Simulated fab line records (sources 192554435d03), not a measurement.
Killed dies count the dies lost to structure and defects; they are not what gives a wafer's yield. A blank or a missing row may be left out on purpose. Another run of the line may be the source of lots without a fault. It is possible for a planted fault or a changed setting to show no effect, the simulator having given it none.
3 desks, one fault	flow n5Finfet	what lay behind the numbers comes last; until then each desk has only its own

## AT THE TOOL OWNER'S DESK: krfScanner-02
The tool's own readings at N5_BEOL_M12_EXPOSE_07 (exposes mask V11): means of the sampled wafers that have a number, for each lot that ran on this tool. The brackets show how far a lot's mean lies from the usual mean; more than 4 standard deviations puts the lot out of limits, marked OUT.
Columns: A = exposureDoseMJCm2 at N5_BEOL_M12_EXPOSE_07, usual 32.49
lot	first seen here	A
L935	day 12 08:41	32.51
L949	day 15 16:13	36.31 (+95) OUT
L951	day 15 16:39	35.55 (+77) OUT
This desk finds L949, L951 out of limits, L949 being first, at day 15 16:13 (exposureDoseMJCm2 at N5_BEOL_M12_EXPOSE_07). L935: within limits.

## AT THE METROLOGY DESK
Lot by lot, what the gauges showed, no matter which tool ran the lot: averages of those sampled wafers that carry a number. The brackets show how far a lot's mean lies from the usual mean; more than 4 standard deviations puts the lot out of limits, marked OUT.
Columns: A = M11_THK at N5_BEOL_M11_THK_MEAS_53, usual 141 nm; B = M11_RS at N5_BEOL_M11_RS_MEAS_57, usual 0.152 ohm/sq; C = M12_ILD_THK at N5_BEOL_M12_THK_MEAS_01, usual 665 nm; D = cdNm at N5_BEOL_M12_CD_MEAS_10, usual 140.7 nm; E = V11_OVL at N5_BEOL_M12_OVL_MEAS_11, usual 2 nm
lot	first seen here	A	B	C	D	E
L935	day 12 08:14	147	0.147	674	140.5	13
L939	day 12 18:12	139	0.153	672	140.0	3
L949	day 15 15:46	136	0.157	669	153.8 (+5.5) OUT	6
L951	day 15 16:11	141	0.153	667	151.4 (+4.4) OUT	-4
L956	day 17 02:57	145	0.148	664	140.2	2
L955	day 17 03:12	146	0.146	660	144.0	0
This desk finds L949, L951 out of limits, L949 being first, at day 15 16:23 (cdNm at N5_BEOL_M12_CD_MEAS_10). L935, L939, L956, L955: within limits.

## THE DEFECT DESK
Inspection counts along the route, by lot: the mean over sampled wafers that carry a number. The brackets show how far a lot's mean lies from the usual mean; more than 4 standard deviations puts the lot out of limits, marked OUT.
Columns: A = rawDefectCount at N5_BEOL_M11_INSPECT_58, usual 76
lot	first seen here	A
L935	day 12 08:23	75
L939	day 12 18:23	48
L949	day 15 15:55	78
L951	day 15 16:20	75
L956	day 17 03:06	78
L955	day 17 03:23	63
This desk's finding: nothing out of limits on any of the 6 lots.

## TAKEN TOGETHER
The tool owner's desk had the chance to raise an alarm at day 15 16:13 on L949, L951.
An alarm was possible from the metrology desk at day 15 16:23, on L949, L951.
No out-of-limits result turned up at the defect desk.
The defect desk has L949, L951 on record, within its limits.
On krfScanner-02, each named lot ran N5_BEOL_M12_EXPOSE_07.

## WHAT THE SIMULATOR PUT IN
Process parameter drift: krfScanner-02, from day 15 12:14 on, at N5_BEOL_M12_EXPOSE_07. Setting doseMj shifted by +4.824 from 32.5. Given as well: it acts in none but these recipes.
Shown lots that were struck: L949, L951.
Counting hours from when the fault started, the first reading out of limits came at 4 for the tool owner's desk and at 4 for the metrology desk.
